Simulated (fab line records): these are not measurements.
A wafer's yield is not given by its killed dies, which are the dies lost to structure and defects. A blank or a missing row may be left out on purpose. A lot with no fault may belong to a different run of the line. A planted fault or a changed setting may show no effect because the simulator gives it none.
Chamber matching | flow nandHarc | aldHk-02 running NHARC_A_CHANNEL_FILL_D1_ALD_25: 4 sister chambers
The step deposits SiOx, target thk 60 nm, pulse time 10 s, ald cycles 600. 8 wafers are shown with their chamber, then 12 later ones without.

WAFERS, EACH WITH ITS CHAMBER
wafer  | chamber | heaterPowerW (W) | precursorPulseHeightRel
L085.3 | 1       | 458              | 1.038
L085.6 | 2       | 531              | 1.006
L087.4 | 3       | 452              | 1.036
L087.2 | 0       | 501              | 1.014
L087.5 | 2       | 528              | 0.963
L088.4 | 1       | 457              | 1.014
L088.1 | 3       | 454              | 1.002
L088.5 | 0       | 497              | 1.015

WAFERS WHOSE CHAMBER IS MISSING
wafer  | heaterPowerW (W) | precursorPulseHeightRel
L091.3 | 445              | 1.020
L091.4 | 512              | 1.003
L091.6 | 449              | 1.008
L093.3 | 452              | 1.017
L093.5 | 474              | 0.965
L093.6 | 524              | 0.957
L095.1 | 454              | 1.006
L095.2 | 473              | 0.975
L095.5 | 537              | 0.949
L097.2 | 496              | 1.029
L097.3 | 446              | 0.998
L097.5 | 456              | 0.956

WHICH CHAMBER EACH ONE RAN IN
wafer  | from the rows above     | in truth
L091.3 | 3                       | 3
L091.4 | 0                       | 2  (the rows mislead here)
L091.6 | 3                       | 3
L093.3 | 3                       | 3
L093.5 | 1                       | 1
L093.6 | 2                       | 2
L095.1 | can't be placed: 3 or 1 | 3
L095.2 | 1                       | 1
L095.5 | 2                       | 2
L097.2 | 0                       | 0
L097.3 | 3                       | 3
L097.5 | can't be placed: 3 or 1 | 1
Correctly placed: 9 of 12. Unplaceable from these rows: 2, with the true chamber sitting among the candidates in 2. Wrongly placed: 1.
How it was worked out, from the rows above alone: a wafer's distance from a chamber is the root of the sum, over the readings, of the square of ((its reading less the chamber's mean) divided by the reading's scatter). The wafer belongs to the nearest chamber; if the next one is less than 2 further off, it can't be placed. The mean given for a chamber averages the wafers shown for that chamber. How the scatter is found: for the shown wafers, subtract from each reading the mean of its chamber, square and add these, divide the total by (wafers less chambers), then take the root.
